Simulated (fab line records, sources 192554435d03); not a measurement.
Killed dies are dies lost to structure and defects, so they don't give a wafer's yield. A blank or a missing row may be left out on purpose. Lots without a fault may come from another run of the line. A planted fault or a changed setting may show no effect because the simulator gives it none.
fab line records | flow n5_finfet
record lots=7 wafers=21
route steps=1938 shown BEOL_M3@938 BEOL_M4@1023 BEOL_M5@1129
start_h: hours from the record's first day to the start of the lot's first wafer shown | wait_h: hours since the lot's step before | " the same as in the row above | L1.1+2: a row that stands for several wafers | - no value, or no start given | * or withheld: withheld | < > ~ a bound
route shown NAME@n: a module of which the file shows steps, and the number in the route of the first | usual: mean/standard deviation of fault-free wafers | same: alike in all rows | chamber/n: place in a boat | sites: the reading at each site | _std_site: their standard deviation | _edge_site: outer sites' mean less inner sites' | radius_mm: how far each site lies from the wafer's centre | mask NAME#n: copy n | behind: the tool/chamber that last shaped the wafer | hold: why the lot was held/for how many hours/how that ended | device: the transistor (n, p or np) that didn't switch | end of line: the same wafers' tests at the end of the route | a step without rows: its recipe alone | killed: dies lost to structure and defects at the first sort, not the wafer's yield | map: a wafer's dies, x killed, . not, _ none there
set.NAME: the setting as run; set.NAME@STEP: as run at that earlier step | model.NAME: the simulator's own value behind a step, which no gauge read
lots whose settings were changed on purpose; a table a step, a row a wafer
## steps
# step N5_BEOL_M3_COAT_05
# recipe resist=CAR-EUV spin_rpm=1500 resist_thk_nm=30
# columns lot.wafer tool chamber start_h wait_h set.spin_rpm model.CAR-EUV_of_BEOL_M3_COAT_05.thk_nm
L074.1+2+4 litho_track-05 0 - - 1454 30.4
L076.4 litho_track-05 0 - - 1500 30
L076.5 " 0 " " 1668 28.6
L076.6 " 0 " " 1668 28.4
L078.2+4+6 litho_track-04 0 - - 1500 30
L084.2+5 litho_track-04 0 - - 1500 30
L084.6 " 0 " " 1500 30.2
L087.1+6 litho_track-05 0 - - 1608 29.2
L087.5 " 0 " " 1500 30
L090.1+6 litho_track-04 0 - - 1500 30
L090.3 " 0 " " 1562 29.4
L095.2+4 litho_track-04 0 - - 1500 30
L095.6 " 0 " " 1363 31.4
# step N5_BEOL_M3_EBR_07
# recipe solvent=PGMEA ebr_width_mm=1.5
# step N5_BEOL_M3_SOFTBAKE_06
# recipe temp_c=110 time_s=60 resist=CAR-EUV
# step N5_BEOL_M3_DESCUM_16
# recipe chemistry=O2 time_s=7 source_power_w=50 bias_power_w=20 pressure_mtorr=20 rf_frequency_hz=2.712e+07 temp_c=40 resist=CAR-EUV o2_flow_sccm=225
# columns lot.wafer tool chamber start_h wait_h set.spin_rpm@BEOL_M3_COAT_05 model.CAR-EUV_of_BEOL_M3_COAT_05.thk_nm
L074.1+2 rie_diel-05 0,2 142.73 0.0 1454 26.6
L074.4 " 1 " " 1454 26.4
L076.4 rie_diel-03 2 163.68 0.0 1500 26.2
L076.5+6 " 1,0 " " 1668 24.6
L078.2 rie_diel-03 1 171.99 0.6 1500 26
L078.4+6 " 3,0 " " 1500 26.2
L084.2+5 rie_diel-04 1,0 198.64 0.0 1500 26
L084.6 " 1 " " 1500 26.2
L087.1+6 rie_diel-04 1,0 226.50 0.1 1608 25.2
L087.5 " 1 " " 1500 26.2
L090.1+6 rie_diel-04 3 239.61 0.1 1500 26
L090.3 " 1 " " 1562 25.4
L095.2+4 rie_diel-03 3,0 270.03 0.0 1500 26
L095.6 " 2 " " 1363 27.6
# step N5_BEOL_M3_ETCH_74
# recipe chemistry=N2/H2 target=underlayer target_depth_a=65 mask_material=CAR-EUV time_s=5.2 ion_energy_ev=200 pressure_mtorr=30 source_w=840 bias_w=150 n2_flow_sccm=200 h2_flow_sccm=200 ends=cleared
# step N5_BEOL_M3_ETCH_63
# recipe chemistry=CF4 target=SiARC target_depth_a=156 mask_material=CAR-EUV time_s=26 ion_energy_ev=80 pressure_mtorr=40 source_w=545 bias_w=36 Ar_flow_sccm=100 cf4_flow_sccm=100 ends=cleared
# columns lot.wafer tool chamber start_h wait_h set.spin_rpm@BEOL_M3_COAT_62 set.spin_rpm@BEOL_M3_COAT_05 model.CAR-EUV_of_BEOL_M3_COAT_05.thk_nm model.etch.depth_nm
L074.1 rie_diel-05 0 142.78 0.0 1366 1454 11.2 12.58
L074.2 " 2 " " 1500 1454 11.6 12.04
L074.4 " 1 " " 1500 1454 11.4 12.02
L076.4 rie_diel-03 2 163.74 0.0 1500 1500 11.2 12.04
L076.5 " 1 " " 1666 1668 10.2 11.4
L076.6 " 0 " " 1500 1668 9.6 12.03
L078.2 rie_diel-03 1 172.04 0.0 1500 1500 11.2 12
L078.4 " 3 " " 1500 1500 11.2 11.97
L078.6 " 0 " " 1569 1500 11.4 11.69
L084.2 rie_diel-04 1 198.69 0.0 1500 1500 11 12.05
L084.5 " 0 " " 1500 1500 11 12.03
L084.6 " 1 " " 1500 1500 11.2 12.02
L087.1+6 rie_diel-04 1,0 226.55 0.0 1394 1608 9.8 12.46
L087.5 " 1 " " 1500 1500 11.2 12.02
L090.1 rie_diel-04 3 239.66 0.0 1500 1500 11 11.96
L090.3 " 1 " " 1500 1562 10.6 11.99
L090.6 " 3 " " 1500 1500 11.2 11.96
L095.2 rie_diel-03 3 270.08 0.0 1500 1500 11.2 11.96
L095.4 " 0 " " 1362 1500 10.8 12.54
L095.6 " 2 " " 1362 1363 12.2 12.55
# step N5_BEOL_M3_ETCH_64
# recipe chemistry=N2/H2 target=SOC target_depth_a=750 overetch_a=150 mask_material=SiARC temp_c=40 time_s=112.5 ion_energy_ev=200 pressure_mtorr=30 source_w=840 bias_w=150 n2_flow_sccm=200 h2_flow_sccm=200
# columns lot.wafer tool chamber start_h wait_h set.spin_rpm@BEOL_M3_COAT_62 model.SiARC_of_BEOL_M3_COAT_62.thk_nm
L074.1 rie_diel-05 0 142.81 0.0 1366 7.2
L074.2 " 2 " " 1500 6.8
L074.4 " 1 " " 1500 6.6
L076.4+6 rie_diel-03 2,0 163.76 0.0 1500 6.8
L076.5 " 1 " " 1666 6.4
L078.2 rie_diel-03 1 172.07 0.0 1500 7
L078.4 " 3 " " 1500 6.8
L078.6 " 0 " " 1569 6.6
L084.2+6 rie_diel-04 1 198.72 0.0 1500 6.8
L084.5 " 0 " " 1500 7
L087.1 rie_diel-04 1 226.58 0.0 1394 7.2
L087.5 " 1 " " 1500 6.8
L087.6 " 0 " " 1394 7.4
L090.1+3+6 rie_diel-04 3,1,3 239.69 0.0 1500 6.8
L095.2 rie_diel-03 3 270.11 0.0 1500 6.8
L095.4+6 " 0,2 " " 1362 7.4
# step N5_BEOL_M4_PECVD_72
# recipe material=SiO2 target_thk_a=160 temp_c=400 precursor=TEOS/O2 pressure_torr=5.5 rf_w=450 teos_flow_sccm=53.8 gas=O2 flow_sccm=3000 time_s=18
# columns lot.wafer tool chamber start_h wait_h set.temp_c model.SiO2_of_BEOL_M4_PECVD_72.thk_nm
L074.1 pecvd-03 0 155.56 0.0 408.7 14.8
L074.2 " 1 " " 400 15
L074.4 " 2 " " 408.7 14.6
L076.4 pecvd-02 1 171.93 0.1 391.8 17
L076.5 " 2 " " 391.8 16.8
L076.6 " 0 " " 400 16
L078.2 pecvd-03 2 183.15 0.0 400 15.6
L078.4 " 2 " " 400 15.8
L078.6 " 2 " " 400 16
L084.2+5 pecvd-01 0,1 206.55 0.0 400 16.2
L084.6 " 0 " " 400 16.4
L087.1 pecvd-03 0 239.61 0.0 387.3 17.2
L087.5 " 0 " " 387.3 17.4
L087.6 " 1 " " 400 15.8
L090.1 pecvd-01 0 249.35 0.0 400 15.8
L090.3 " 1 " " 395.2 16.2
L090.6 " 1 " " 395.2 16.6
L095.2+6 pecvd-01 2 278.05 0.0 400 15.6
L095.4 " 2 " " 395.4 16.2
# step N5_BEOL_M4_DESCUM_33
# recipe chemistry=O2 time_s=7 source_power_w=50 bias_power_w=20 pressure_mtorr=20 rf_frequency_hz=2.712e+07 temp_c=40 resist=CAR-EUV o2_flow_sccm=225
# columns lot.wafer tool chamber start_h wait_h set.time_s model.CAR-EUV_of_BEOL_M4_COAT_22.thk_nm
L074.1+2 rie_diel-02 1,3 158.49 0.0 8.106 25.6
L074.4 " 0 " " 7 26.2
L076.4+5+6 rie_diel-02 1,2,3 173.89 0.0 7 26
L078.2+6 rie_diel-06 2,1 185.47 0.1 7 26
L078.4 " 1 " " 7 26.2
L084.2 rie_diel-02 3 208.73 0.0 7 26.2
L084.5+6 " 1,0 " " 7 26
L087.1 rie_diel-06 2 244.54 1.1 7 26
L087.5 " 3 " " 6.001 26.4
L087.6 " 2 " " 6.001 26.6
L090.1+3 rie_diel-06 1,3 253.18 1.5 7 26.2
L090.6 " 0 " " 7 26
L095.2+4+6 rie_diel-06 0,2,3 280.47 0.0 7 26
# step N5_BEOL_M4_ETCH_77
# recipe chemistry=N2/H2 target=underlayer target_depth_a=65 mask_material=CAR-EUV time_s=5.2 ion_energy_ev=200 pressure_mtorr=30 source_w=840 bias_w=150 n2_flow_sccm=200 h2_flow_sccm=200 ends=cleared
# columns lot.wafer tool chamber start_h wait_h set.time_s@BEOL_M4_DESCUM_33 model.CAR-EUV_of_BEOL_M4_COAT_22.thk_nm
L074.1 rie_diel-02 1 158.52 0.0 8.106 19.8
L074.2 " 3 " " 8.106 20
L074.4 " 0 " " 7 20.4
L076.4+5+6 rie_diel-02 1,2,3 173.92 0.0 7 20.4
L078.2+4+6 rie_diel-06 2,1,1 185.50 0.0 7 20.4
L084.2 rie_diel-02 3 208.76 0.0 7 20.4
L084.5+6 " 1,0 " " 7 20.2
L087.1 rie_diel-06 2 244.58 0.0 7 20.4
L087.5+6 " 3,2 " " 6.001 20.8
L090.1+3+6 rie_diel-06 1,3,0 253.22 0.0 7 20.4
L095.2+6 rie_diel-06 0,3 280.50 0.0 7 20.2
L095.4 " 2 " " 7 20.4
# step N5_BEOL_M4_ETCH_69
# recipe chemistry=CF4 target=SiARC target_depth_a=156 mask_material=CAR-EUV time_s=26 ion_energy_ev=80 pressure_mtorr=40 source_w=545 bias_w=36 Ar_flow_sccm=100 cf4_flow_sccm=100 ends=cleared
# columns lot.wafer tool chamber start_h wait_h set.time_s@BEOL_M4_DESCUM_33 model.CAR-EUV_of_BEOL_M4_COAT_22.thk_nm
L074.1+2 rie_diel-02 1,3 158.54 0.0 8.106 10.6
L074.4 " 0 " " 7 11.2
L076.4+5+6 rie_diel-02 1,2,3 173.96 0.0 7 11.2
L078.2+4+6 rie_diel-06 2,1,1 185.52 0.0 7 11.2
L084.2+6 rie_diel-02 3,0 208.78 0.0 7 11.2
L084.5 " 1 " " 7 11
L087.1 rie_diel-06 2 244.60 0.0 7 11.2
L087.5+6 " 3,2 " " 6.001 11.6
L090.1+3+6 rie_diel-06 1,3,0 253.23 0.0 7 11.2
L095.2+4+6 rie_diel-06 0,2,3 280.52 0.0 7 11.2
# step N5_BEOL_M4_ALD_98
# recipe material=SiO2 target_thk_a=25 temp_c=100 ald_precursor_family=BDEAS ald_co_reactant=O2-plasma pulse_time_s=1 co_reactant_pulse_time_s=1 purge_time_s=2 co_reactant_purge_time_s=2 ald_cycles=17 pressure_torr=2
# step N5_BEOL_M4_ETCHBACK_99
# recipe chemistry=CHF3 target=SiO2 target_depth_a=50 time_s=10.4 source_w=215 bias_w=47 Ar_flow_sccm=200 CHF3_flow_sccm=12 ion_energy_ev=100 pressure_mtorr=30
# columns lot.wafer tool chamber start_h wait_h set.time_s@BEOL_M4_DESCUM_33 model.CAR-EUV_of_BEOL_M4_COAT_22.thk_nm
L074.1 rie_diel-01 3 162.58 3.9 8.106 9.8
L074.2 " 1 " " 8.106 10
L074.4 " 0 " " 7 10.4
L076.4+5+6 rie_diel-02 1,2,3 179.46 5.4 7 10.4
L078.2+4+6 rie_diel-06 0,1,0 189.19 3.5 7 10.4
L084.2 rie_diel-06 3 214.54 5.6 7 10.6
L084.5+6 " 0,1 " " 7 10.4
L087.1 rie_diel-06 0 252.82 7.6 7 10.4
L087.5 " 3 " " 6.001 10.8
L087.6 " 2 " " 6.001 11
L090.1+6 rie_diel-02 0,1 258.96 5.6 7 10.4
L090.3 " 1 " " 7 10.6
L095.2+4+6 rie_diel-01 1,0,0 281.76 1.0 7 10.4
# step N5_BEOL_M4_TRENCH_ETCH_37
# recipe chemistry=C4F6/O2 target_depth_a=555.55 target=SiOC time_s=29.2 ion_energy_ev=250 pressure_mtorr=30 source_w=355 bias_w=185 Ar_flow_sccm=300 C4F6_flow_sccm=10 O2_flow_sccm=10
# columns lot.wafer tool chamber start_h wait_h set.time_s model.etch.depth_nm model.BEOL_M4.feature_depth_nm
L074.1 rie_diel-01 3 - - 25.44 48.57 48.6
L074.2 " 1 " " 25.44 47.91 48
L074.4 " 0 " " 29.2 54.32 54.4
L076.4 rie_diel-02 1 - - 29.2 55.54 55.6
L076.5 " 2 " " 29.2 55.25 55.2
L076.6 " 3 " " 29.2 55.06 55
L078.2 rie_diel-06 0 - - 29.2 56.33 56.4
L078.4 " 1 " " 32.95 63.06 63
L078.6 " 0 " " 32.95 62.98 63
L084.2 rie_diel-06 3 - - 29.2 55.83 55.8
L084.5 " 0 " " 29.2 56.26 56.2
L084.6 " 1 " " 29.2 55.33 55.4
L087.1 rie_diel-06 0 - - 23.41 45.13 45.2
L087.5 " 3 " " 23.41 44.19 44.2
L087.6 " 2 " " 29.2 55.78 55.8
L090.1 rie_diel-02 0 - - 31.98 62.31 62.4
L090.3 " 1 " " 31.98 61.04 61
L090.6 " 1 " " 31.98 61.36 61.4
L095.2 rie_diel-01 1 - - 24.63 46.45 46.4
L095.4 " 0 " " 29.2 53.79 53.8
L095.6 " 0 " " 29.2 53.43 53.4
# step N5_BEOL_M4_ETCH_41
# recipe chemistry=CH3F/O2 target=SiCN target_depth_a=299 taper_deg=2 time_s=52.5 ion_energy_ev=120 mask_material=TiN pressure_mtorr=30 source_w=395 bias_w=75 Ar_flow_sccm=150 CH3F_flow_sccm=30 O2_flow_sccm=20
# step N5_BEOL_M4_STRIP_97
# recipe chemistry=N2/H2 time_s=10 power_w=450 temp_c=40 pressure_mtorr=20 rf_frequency_hz=6e+07 bias_power_w=7 n2_flow_sccm=200 h2_flow_sccm=200
# step N5_BEOL_M4_OCD_MEAS_38
# usual trench_depth_nm=55.5/0.77
# columns lot.wafer tool chamber start_h wait_h set.time_s@BEOL_M4_TRENCH_ETCH_37 trench_depth_nm
L074.1 ocd-01 - 162.97 - 25.44 49.0
L074.2 " - " " 25.44 48.1
L074.4 " - " " 29.2 54.5
L076.4 ocd-02 - 179.85 - 29.2 55.7
L076.5 " - " " 29.2 54.8
L076.6 " - " " 29.2 54.5
L078.2 ocd-01 - 189.59 - 29.2 56.0
L078.4 " - " " 32.95 62.6
L078.6 " - " " 32.95 63.0
L084.2 ocd-02 - 214.93 - 29.2 55.9
L084.5 " - " " 29.2 56.7
L084.6 " - " " 29.2 54.8
L087.1 ocd-01 - 253.21 - 23.41 45.2
L087.5 " - " " 23.41 43.9
L087.6 " - " " 29.2 55.9
L090.1 ocd-01 - 259.35 - 31.98 61.5
L090.3 " - " " 31.98 61.0
L090.6 " - " " 31.98 61.6
L095.2 ocd-02 - 282.16 - 24.63 46.7
L095.4 " - " " 29.2 53.8
L095.6 " - " " 29.2 53.3
# step N5_BEOL_M4_HM_STRIP_39
# recipe chemistry=peroxide_tin_strip material=TiN target_depth_a=250 temp_c=50 time_s=158
# columns lot.wafer tool chamber start_h wait_h set.temp_c@BEOL_M4_PECVD_72 model.SiO2_of_BEOL_M4_PECVD_72.thk_nm
L074.1 wet_bench-06 7 163.00 0.0 408.7 14.6
L074.2 " 1 " " 400 15
L074.4 " 5 " " 408.7 14.4
L076.4 wet_bench-04 5 179.88 0.0 391.8 16.8
L076.5 " 3 " " 391.8 16.6
L076.6 " 2 " " 400 15.8
L078.2+4 wet_bench-04 6,2 189.62 0.0 400 15.6
L078.6 " 4 " " 400 15.8
L084.2+5 wet_bench-06 5,0 214.96 0.0 400 16
L084.6 " 6 " " 400 16.2
L087.1 wet_bench-01 4 253.24 0.0 387.3 17
L087.5 " 5 " " 387.3 17.2
L087.6 " 2 " " 400 15.6
L090.1 wet_bench-01 1 259.39 0.0 400 15.8
L090.3 " 4 " " 395.2 16
L090.6 " 2 " " 395.2 16.4
L095.2+6 wet_bench-06 7,0 282.19 0.0 400 15.4
L095.4 " 3 " " 395.4 16
# step N5_BEOL_M4_SRD_40
# recipe time_s=30 temp_c=23 rinse_liquid=diw dry=ipa_marangoni
# step N5_BEOL_M4_PRECLEAN_42
# recipe chemistry=residue_remover time_s=60 temp_c=40
# step N5_BEOL_M4_ECD_50
# recipe material=Cu target_thk_a=3000
# step N5_BEOL_M4_ANNEAL_51
# recipe temp_c=225 time_s=90 ambient=N2
# step N5_BEOL_M4_CMP_52
# recipe stop_on=SiOC t_overpolish_s=6.8 down_force_psi=1 platen_rpm=50 clearing_platen_down_force_psi=1.5 clearing_platen_rpm=50 post_cmp_clean=cu_alkaline target_thk_nm=40 clearing_platen_pad_velocity_m_s=0.99484 pad_velocity_m_s=0.99484
# columns lot.wafer tool chamber start_h wait_h set.time_s@BEOL_M4_TRENCH_ETCH_37 model.Cu_of_BEOL_M4_ECD_50.thk_nm
L074.4 cmp-04 2 166.44 0.1 29.2 39.2
L074.2 " 3 " " 25.44 33.6
L074.1 " 1 " " 25.44 32.8
L076.4 cmp-02 3 184.88 0.2 29.2 39.4
L076.5 " 2 " " 29.2 38.6
L076.6 " 3 " " 29.2 39.8
L078.2 cmp-03 3 194.70 0.3 29.2 41.4
L078.4 " 1 " " 32.95 48
L078.6 " 3 " " 32.95 48.6
L084.2 cmp-02 2 218.21 0.3 29.2 40
L084.6 " 3 " " 29.2 39.2
L084.5 " 0 " " 29.2 40.8
L087.1 cmp-04 2 256.76 0.3 23.41 29.4
L087.5 " 1 " " 23.41 28.4
L087.6 " 2 " " 29.2 40.4
L090.3 cmp-04 3 262.54 0.2 31.98 46.4
L090.1 " 0 " " 31.98 45.8
L090.6 " 0 " " 31.98 46.2
L095.2 cmp-02 3 285.81 0.4 24.63 29.6
L095.4+6 " 1,2 " " 29.2 36.4
# step N5_BEOL_M4_THK_MEAS_53
# recipe thk_meas_gauge=xrf reads=Cu_of_BEOL_M4_ECD_50
# usual M4_THK=39.9/1.2
# columns lot.wafer tool chamber start_h wait_h set.time_s@BEOL_M4_TRENCH_ETCH_37 M4_THK[nm]
L074.1 film_metro-02 - 166.74 - 25.44 32.7
L074.2 " - " " 25.44 33.5
L074.4 " - " " 29.2 39.1
L076.4 film_metro-01 - 185.14 - 29.2 39.4
L076.5 " - " " 29.2 38.8
L076.6 " - " " 29.2 39.5
L078.2 film_metro-02 - 195.00 - 29.2 41.3
L078.4 " - " " 32.95 47.7
L078.6 " - " " 32.95 48.5
L084.2 film_metro-01 - 218.40 - 29.2 40.0
L084.5 " - " " 29.2 40.8
L084.6 " - " " 29.2 39.3
L087.1 film_metro-02 - 257.02 - 23.41 29.3
L087.5 " - " " 23.41 28.4
L087.6 " - " " 29.2 40.6
L090.1 film_metro-01 - 262.83 - 31.98 45.9
L090.3 " - " " 31.98 46.8
L090.6 " - " " 31.98 46.4
L095.2 film_metro-02 - 286.07 - 24.63 29.3
L095.4 " - " " 29.2 36.2
L095.6 " - " " 29.2 36.5
# step N5_BEOL_M4_PRE_CLEAN_60
# recipe gas=NH3/H2 time_s=15 temp_c=* rf_power_w=300
# step N5_BEOL_M4_CO_CAP_55
# recipe material=Co target_thk_a=20 temp_c=200 precursor=CCTBA/H2 pressure_torr=30 time_s=102.1
# step N5_BEOL_M4_PRE_CLEAN_56
# recipe gas=NH3 time_s=15 temp_c=withheld rf_power_w=300
# step N5_BEOL_M4_DEP_57
# recipe material=SiCN target_thk_a=80 temp_c=withheld precursor=3MS/NH3 pressure_torr=3 rf_w=202 time_s=14
# step N5_BEOL_M4_RS_MEAS_58
# recipe thk_meas_gauge=four-point-probe reads=Co_of_BEOL_M4_CO_CAP_55+Cu_of_BEOL_M4_ECD_50+Co_of_BEOL_M4_CVD_47+TaN_of_BEOL_M4_ALD_84
# usual M4_RS=0.672/0.027
# columns lot.wafer tool chamber start_h wait_h set.time_s@BEOL_M4_TRENCH_ETCH_37 M4_RS[ohm/sq]
L074.1 film_metro-02 - 167.00 0.0 25.44 0.864
L074.2 " - " " 25.44 0.839
L074.4 " - " " 29.2 0.688
L076.4 film_metro-01 - 185.40 0.0 29.2 0.682
L076.5 " - " " 29.2 0.700
L076.6 " - " " 29.2 0.676
L078.2 film_metro-02 - 195.29 0.1 29.2 0.638
L078.4 " - " " 32.95 0.531
L078.6 " - " " 32.95 0.522
L084.2 film_metro-02 - 218.69 0.1 29.2 0.668
L084.5 " - " " 29.2 0.652
L084.6 " - " " 29.2 0.686
L087.1 film_metro-01 - 257.40 0.0 23.41 1.007
L087.5 " - " " 23.41 1.051
L087.6 " - " " 29.2 0.662
L090.1 film_metro-01 - 263.10 0.0 31.98 0.565
L090.3 " - " " 31.98 0.553
L090.6 " - " " 31.98 0.559
L095.2 film_metro-01 - 286.33 0.1 24.63 0.996
L095.4 " - " " 29.2 0.757
L095.6 " - " " 29.2 0.757
# step N5_BEOL_M5_DESCUM_16
# recipe chemistry=O2 time_s=7 source_power_w=50 bias_power_w=20 pressure_mtorr=20 rf_frequency_hz=2.712e+07 temp_c=40 resist=CAR-EUV o2_flow_sccm=225
# columns lot.wafer tool chamber start_h wait_h set.time_s model.CAR-EUV_of_BEOL_M5_COAT_05.thk_nm
L074.1+2+4 rie_diel-04 2,0,1 172.03 0.6 6.525 26.2
L076.4 rie_diel-04 2 189.60 0.1 7 26.2
L076.5+6 " 1,0 " " 7.618 25.8
L078.2+6 rie_diel-04 3,2 198.88 0.0 7 26
L078.4 " 0 " " 6.367 26.4
L084.2+5+6 rie_diel-05 3,0,3 223.45 0.0 7 26
L087.1 rie_diel-04 3 260.04 0.0 7 26
L087.5+6 " 0,3 " " 6.486 26.4
L090.1 rie_diel-04 3 266.42 0.0 6.222 26.4
L090.3+6 " 0,3 " " 7 26
L095.2+4+6 rie_diel-05 1,3,0 289.41 0.2 7 26
## key
split step=N5_BEOL_M3_COAT_05 setting=spin_rpm stated=1500 by=wafer
response step=N5_BEOL_M3_COAT_05 reading=model.CAR-EUV_of_BEOL_M3_COAT_05.thk_nm change=-0.136 per=1% r=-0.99
response step=N5_BEOL_M3_DESCUM_16 reading=model.CAR-EUV_of_BEOL_M3_COAT_05.thk_nm change=-0.152 per=1% r=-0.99
response step=N5_BEOL_M3_ETCH_63 reading=model.CAR-EUV_of_BEOL_M3_COAT_05.thk_nm slope=-0.144 per=1% together_with=spin_rpm@BEOL_M3_COAT_62 explained=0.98
split step=N5_BEOL_M4_PECVD_72 setting=temp_c stated=400 by=wafer
response step=N5_BEOL_M4_PECVD_72 reading=model.SiO2_of_BEOL_M4_PECVD_72.thk_nm change=-0.398 per=1% r=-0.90
response step=N5_BEOL_M4_HM_STRIP_39 reading=model.SiO2_of_BEOL_M4_PECVD_72.thk_nm change=-0.407 per=1% r=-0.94
split step=N5_BEOL_M4_DESCUM_33 setting=time_s stated=7 by=wafer
response step=N5_BEOL_M4_DESCUM_33 reading=model.CAR-EUV_of_BEOL_M4_COAT_22.thk_nm change=-0.0367 per=1% r=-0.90
response step=N5_BEOL_M4_ETCH_77 reading=model.CAR-EUV_of_BEOL_M4_COAT_22.thk_nm change=-0.03 per=1% r=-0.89
response step=N5_BEOL_M4_ETCH_69 reading=model.CAR-EUV_of_BEOL_M4_COAT_22.thk_nm change=-0.0335 per=1% r=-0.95
response step=N5_BEOL_M4_ETCHBACK_99 reading=model.CAR-EUV_of_BEOL_M4_COAT_22.thk_nm change=-0.0332 per=1% r=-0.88
split step=N5_BEOL_M4_TRENCH_ETCH_37 setting=time_s stated=29.2 by=wafer
response step=N5_BEOL_M4_TRENCH_ETCH_37 reading=model.etch.depth_nm change=+0.513 per=1% r=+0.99
response step=N5_BEOL_M4_TRENCH_ETCH_37 reading=model.BEOL_M4.feature_depth_nm change=+0.512 per=1% r=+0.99
response step=N5_BEOL_M4_OCD_MEAS_38 reading=trench_depth_nm change=+0.512 per=1% r=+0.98
response step=N5_BEOL_M4_CMP_52 reading=model.Cu_of_BEOL_M4_ECD_50.thk_nm change=+0.516 per=1% r=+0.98
response step=N5_BEOL_M4_THK_MEAS_53 reading=M4_THK change=+0.523 per=1% r=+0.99
response step=N5_BEOL_M4_RS_MEAS_58 reading=M4_RS change=-0.015 per=1% r=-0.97
split step=N5_BEOL_M5_DESCUM_16 setting=time_s stated=7 by=wafer
response step=N5_BEOL_M5_DESCUM_16 reading=model.CAR-EUV_of_BEOL_M5_COAT_05.thk_nm change=-0.0431 per=1% r=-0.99
split outside_this_file step=N5_BEOL_M3_COAT_62 setting=spin_rpm
# split outside_this_file: this setting was split too, and the file shows its column; the key of that split is in another file
